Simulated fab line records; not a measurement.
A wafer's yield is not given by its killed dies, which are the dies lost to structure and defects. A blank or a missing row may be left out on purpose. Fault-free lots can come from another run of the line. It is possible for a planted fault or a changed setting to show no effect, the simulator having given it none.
The tool behind it: which one? -- flow n5Finfet -- 21 lots, 63 wafers sampled, at 5 steps of a route of 1938

== WHAT EACH GAUGE READ, for each wafer ==
N5_FIN_SAQP_INSPECT_40: inspects for defects (brightfield).
lot,measured,on,rawDefectCount
L074,day 2 03:16,defectInspect-01,258 191 214
L075,day 2 09:19,defectInspect-01,208 247 302
L076,day 2 15:25,defectInspect-02,261 265 222
L077,day 2 22:37,defectInspect-02,286 312 252
L078,day 3 04:53,defectInspect-02,177 287 194
L079,day 3 09:46,defectInspect-01,207 145 185
L080,day 3 14:50,defectInspect-01,150 164 191
L081,day 3 19:53,defectInspect-01,169 181 170
L083,day 4 10:40,defectInspect-02,174 296 342
L084,day 4 15:41,defectInspect-01,201 252 209
L085,day 4 23:29,defectInspect-02,200 242 269
L087,day 5 08:26,defectInspect-01,215 206 147
L088,day 5 13:38,defectInspect-01,113 99 131
L089,day 5 19:56,defectInspect-01,188 177 225
L090,day 6 01:55,defectInspect-02,140 259 202
L091,day 6 08:06,defectInspect-02,263 241 230
L092,day 6 15:26,defectInspect-01,187 187 196
L093,day 6 21:38,defectInspect-01,215 190 187
L094,day 7 02:20,defectInspect-01,204 269 238
L095,day 7 08:02,defectInspect-02,204 247 222
L096,day 7 15:05,defectInspect-02,258 242 218

== EACH LOT AND THE TOOL THAT RAN IT (in order: tool; ch and the chambers of the sampled wafers; start) ==
lot,N5_FIN_SAQP_ETCH_67,N5_FIN_SAQP_SPACER2_ETCHBACK_29,N5_FIN_SAQP_HM_CD_35,N5_FIN_SAQP_ETCH_64
L074,"rieDiel-05 ch 0,1,2, day 2 01:55","rieDiel-05 ch 1,2, day 2 02:29","cdSem-03, day 2 02:57","rieSi-02 ch 0,2,3, day 2 03:00"
L075,"rieDiel-03 ch 0,2, day 2 07:53","rieDiel-03 ch 0,2,3, day 2 08:32","cdSem-01, day 2 09:00","rieSi-04 ch 0,2, day 2 09:03"
L076,"rieDiel-03 ch 1,2, day 2 14:04","rieDiel-03 ch 0,2,3, day 2 14:38","cdSem-02, day 2 15:05","rieSi-04 ch 1,2,3, day 2 15:08"
L077,"rieDiel-03 ch 1,2,3, day 2 21:04","rieDiel-01 ch 0,1, day 2 21:38","cdSem-01, day 2 22:18","rieSi-02 ch 1,2, day 2 22:21"
L078,"rieDiel-01 ch 1,3, day 3 03:32","rieDiel-05 ch 0,2,3, day 3 04:07","cdSem-03, day 3 04:34","rieSi-02 ch 0,3, day 3 04:37"
L079,"rieDiel-03 ch 1,2,3, day 3 08:25","rieDiel-03 ch 0,1,2, day 3 08:59","cdSem-01, day 3 09:27","rieSi-02 ch 0,2,3, day 3 09:30"
L080,"rieDiel-01 ch 0,1,3, day 3 13:29","rieDiel-05 ch 1,2,3, day 3 14:03","cdSem-03, day 3 14:31","rieSi-02 ch 0,2,3, day 3 14:34"
L081,"rieDiel-03 ch 1,3, day 3 18:30","rieDiel-01 ch 1,2, day 3 19:07","cdSem-01, day 3 19:34","rieSi-04 ch 0,1,3, day 3 19:37"
L083,"rieDiel-01 ch 0,1, day 4 09:18","rieDiel-01 ch 1,2, day 4 09:52","cdSem-01, day 4 10:20","rieSi-01 ch 1,2,3, day 4 10:23"
L084,"rieDiel-05 ch 2,3, day 4 14:01","rieDiel-01 ch 0,1,2, day 4 14:39","cdSem-02, day 4 15:22","rieSi-01 ch 0,2, day 4 15:25"
L085,"rieDiel-05 ch 0,1, day 4 20:54","rieDiel-03 ch 0,3, day 4 22:42","cdSem-01, day 4 23:10","rieSi-01 ch 0,2,3, day 4 23:13"
L087,"rieDiel-05 ch 2,3, day 5 07:05","rieDiel-05 ch 1,2,3, day 5 07:40","cdSem-03, day 5 08:08","rieSi-04 ch 0,1, day 5 08:10"
L088,"rieDiel-05 ch 1,3, day 5 12:13","rieDiel-01 ch 1,2, day 5 12:47","cdSem-01, day 5 13:19","rieSi-01 ch 1,2,3, day 5 13:22"
L089,"rieDiel-01 ch 1,3, day 5 18:35","rieDiel-01 ch 1,2,3, day 5 19:10","cdSem-03, day 5 19:37","rieSi-01 ch 1,2,3, day 5 19:40"
L090,"rieDiel-05 ch 1,3, day 6 00:29","rieDiel-03 ch 1,2, day 6 01:07","cdSem-03, day 6 01:35","rieSi-02 ch 2,3, day 6 01:39"
L091,"rieDiel-01 ch 0,1,3, day 6 06:43","rieDiel-01 ch 1,3, day 6 07:19","cdSem-01, day 6 07:47","rieSi-02 ch 0,2,3, day 6 07:50"
L092,"rieDiel-03 ch 0,1,2, day 6 13:59","rieDiel-05 ch 2,3, day 6 14:40","cdSem-02, day 6 15:07","rieSi-01 ch 0,2,3, day 6 15:10"
L093,"rieDiel-05 ch 0,2,3, day 6 20:13","rieDiel-05 ch 2,3, day 6 20:48","cdSem-03, day 6 21:19","rieSi-01 ch 0,1, day 6 21:22"
L094,"rieDiel-05 ch 0,2,3, day 7 00:52","rieDiel-01 ch 0,3, day 7 01:34","cdSem-02, day 7 02:02","rieSi-04 ch 0,1,2, day 7 02:04"
L095,"rieDiel-01 ch 1,2,3, day 7 06:40","rieDiel-03 ch 1,3, day 7 07:14","cdSem-01, day 7 07:42","rieSi-04 ch 2,3, day 7 07:45"
L096,"rieDiel-05 ch 1,2,3, day 7 13:06","rieDiel-03 ch 1,2, day 7 14:19","cdSem-03, day 7 14:47","rieSi-04 ch 0,2,3, day 7 14:49"
- N5_FIN_SAQP_ETCH_67: etches SiNx in CH3F/O2, target depth 30 nm.
- N5_FIN_SAQP_SPACER2_ETCHBACK_29: etches SiO2 in CHF3/O2, target depth 12.2 nm, time 6.1 s.
- N5_FIN_SAQP_HM_CD_35: target cd 8 nm.
- N5_FIN_SAQP_ETCH_64: etches SiO2 in CF4, target depth 1.5 nm.

== AS READ BY THE TOOLS THEMSELVES (means over the sampled wafers that have a number; for cases with no such wafer, the mark the record gives instead) ==
N5_FIN_SAQP_ETCH_67.
lot,tool,CH3F_flow_sccm (sccm),chamberPressureMTorr (mTorr),drypumpMotorCurrentA (A),oes_f_703_au (a.u.),oesProductAu (a.u.),rfVppV (V),showerheadPlenumPTorr (Torr),throttleValvePct (%)
L074,rieDiel-05,29.89,29.983,5.6,0.83,0.83,296,1.99,16.42
L075,rieDiel-03,29.94,29.994,5.7,0.71,0.71,301,1.90,16.37
L076,rieDiel-03,29.98,30.022,5.6,0.80,0.81,304,1.99,16.47
L077,rieDiel-03,29.92,30.011,5.9,0.80,0.82,305,2.02,16.32
L078,rieDiel-01,29.99,30.023,6.3,0.81,0.79,299,1.93,16.68
L079,rieDiel-03,29.98,29.983,5.8,0.80,0.81,306,2.02,16.33
L080,rieDiel-01,30.00,30.046,6.0,0.79,0.78,299,1.95,16.58
L081,rieDiel-03,29.90,29.998,5.7,0.89,0.90,308,2.09,16.23
L083,rieDiel-01,29.93,30.007,5.7,0.78,0.77,298,1.97,16.49
L084,rieDiel-05,30.05,30.009,5.6,0.79,0.79,302,2.09,16.44
L085,rieDiel-05,30.00,29.983,5.6,0.72,0.72,292,1.94,16.65
L087,rieDiel-05,29.98,29.978,5.5,0.78,0.78,303,2.09,16.45
L088,rieDiel-05,30.02,30.022,5.5,0.70,0.70,299,2.04,16.64
L089,rieDiel-01,30.03,29.995,6.0,0.96,0.95,298,2.02,16.26
L090,rieDiel-05,29.97,30.007,5.5,0.69,0.68,295,2.01,16.68
L091,rieDiel-01,30.11,30.004,6.0,0.94,0.94,300,2.03,16.30
L092,rieDiel-03,29.98,29.994,5.6,0.76,0.77,301,1.97,16.41
L093,rieDiel-05,29.99,29.997,5.5,0.79,0.80,299,2.01,16.48
L094,rieDiel-05,29.93,29.994,5.5,0.79,0.80,300,2.01,16.48
L095,rieDiel-01,29.94,30.005,5.8,0.93,0.94,303,2.02,16.23
L096,rieDiel-05,30.01,29.997,5.6,0.84,0.84,300,2.05,16.35

N5_FIN_SAQP_SPACER2_ETCHBACK_29.
lot,tool,chamberPressureMTorr (mTorr),drypumpMotorCurrentA (A),oes_f_703_au (a.u.),oesProductAu (a.u.),rfVppV (V),showerheadPlenumPTorr (Torr),throttleValvePct (%)
L074,rieDiel-05,29.990,5.6,0.79,0.78,523,2.45,18.99
L075,rieDiel-03,30.028,5.9,0.73,0.73,534,2.33,18.82
L076,rieDiel-03,29.969,5.9,0.72,0.73,534,2.33,18.82
L077,rieDiel-01,30.011,5.7,0.78,0.79,526,2.38,19.01
L078,rieDiel-05,30.012,5.5,0.83,0.83,529,2.42,18.95
L079,rieDiel-03,29.994,5.6,0.79,0.80,534,2.38,18.91
L080,rieDiel-05,30.021,5.6,0.78,0.79,529,2.47,18.98
L081,rieDiel-01,29.999,5.6,0.90,0.88,527,2.37,18.73
L083,rieDiel-01,30.019,5.6,0.88,0.87,527,2.37,18.73
L084,rieDiel-01,29.956,5.5,0.78,0.77,530,2.37,18.92
L085,rieDiel-03,29.993,5.9,0.71,0.71,532,2.32,18.74
L087,rieDiel-05,30.013,5.6,0.76,0.76,529,2.47,19.00
L088,rieDiel-01,30.002,5.3,0.77,0.77,535,2.36,18.85
L089,rieDiel-01,30.003,5.8,0.86,0.87,534,2.44,18.92
L090,rieDiel-03,29.980,5.6,0.76,0.76,534,2.39,19.04
L091,rieDiel-01,30.008,6.3,0.94,0.93,533,2.51,19.01
L092,rieDiel-05,29.998,5.6,0.82,0.82,535,2.51,18.83
L093,rieDiel-05,30.012,5.6,0.82,0.81,535,2.51,18.83
L094,rieDiel-01,30.005,6.2,0.91,0.93,536,2.51,19.05
L095,rieDiel-03,30.004,6.1,0.79,0.79,541,2.44,18.75
L096,rieDiel-03,30.016,5.6,0.75,0.76,534,2.38,19.09

N5_FIN_SAQP_HM_CD_35.
lot,tool,cdNm (nm)
L074,cdSem-03,8.12
L075,cdSem-01,8.10
L076,cdSem-02,7.95
L077,cdSem-01,7.98
L078,cdSem-03,8.13
L079,cdSem-01,8.13
L080,cdSem-03,8.15
L081,cdSem-01,8.20
L083,cdSem-01,7.70
L084,cdSem-02,8.11
L085,cdSem-01,8.33
L087,cdSem-03,8.10
L088,cdSem-01,8.25
L089,cdSem-03,8.13
L090,cdSem-03,8.02
L091,cdSem-01,8.32
L092,cdSem-02,7.97
L093,cdSem-03,8.27
L094,cdSem-02,8.05
L095,cdSem-01,8.05
L096,cdSem-03,8.39

N5_FIN_SAQP_ETCH_64.
lot,tool,cf4FlowSccm (sccm),chamberPressureMTorr (mTorr),drypumpMotorCurrentA (A),oesProductAu (a.u.),throttleValvePct (%)
L074,rieSi-02,79.80,10.000,5.6,1.000,21.94
L075,rieSi-04,79.96,9.990,6.1,1.006,21.37
L076,rieSi-04,80.01,9.991,5.3,1.002,21.68
L077,rieSi-02,80.02,9.999,6.0,0.993,21.99
L078,rieSi-02,79.94,9.993,5.4,1.018,21.96
L079,rieSi-02,80.14,10.006,5.6,0.997,21.96
L080,rieSi-02,80.07,10.004,5.6,0.988,21.95
L081,rieSi-04,79.99,9.996,5.4,0.984,21.77
L083,rieSi-01,80.01,9.997,6.0,0.983,21.68
L084,rieSi-01,80.05,10.000,5.9,1.004,21.77
L085,rieSi-01,79.93,9.992,5.9,0.988,21.67
L087,rieSi-04,80.26,9.995,5.9,0.984,21.65
L088,rieSi-01,80.14,9.991,6.0,0.979,21.67
L089,rieSi-01,80.15,10.002,6.0,0.989,21.68
L090,rieSi-02,79.83,9.998,5.6,0.986,21.86
L091,rieSi-02,80.12,9.994,5.6,0.990,21.96
L092,rieSi-01,79.88,10.002,5.8,0.991,21.66
L093,rieSi-01,80.31,9.998,6.2,0.989,21.65
L094,rieSi-04,80.09,10.001,5.8,1.002,21.55
L095,rieSi-04,80.06,10.004,5.6,1.003,21.48
L096,rieSi-04,79.87,10.002,5.8,1.003,21.59

== THE ANSWER, worked out from the rows above alone ==
Rule: the usual values come from the lots themselves. The widest of any qualifying gaps counts: lots, ordered by their means at a reading, are off when they make up no more than a third of the lots, leave a main group of 4 or more, and stand apart from it by 3 or more times the standard deviation of that group's means. Not used: any main group whose means are identical at the precision the tables above print for the reading. A lot without any number at a reading at which 4 lots or more have one is off too. Where the step has rows for the other lots, those lots are counted as sound. The gauges are gone through in route order, then the tools' own readings, and for those a lot's mean is taken as printed above. The first step at which some lot is off is used, and at that step the reading that is off furthest; a lot without a number counts as furthest.
None of the lots is off at any reading shown; this tells nothing.

== WHAT THE SIMULATOR HAD PUT IN ==
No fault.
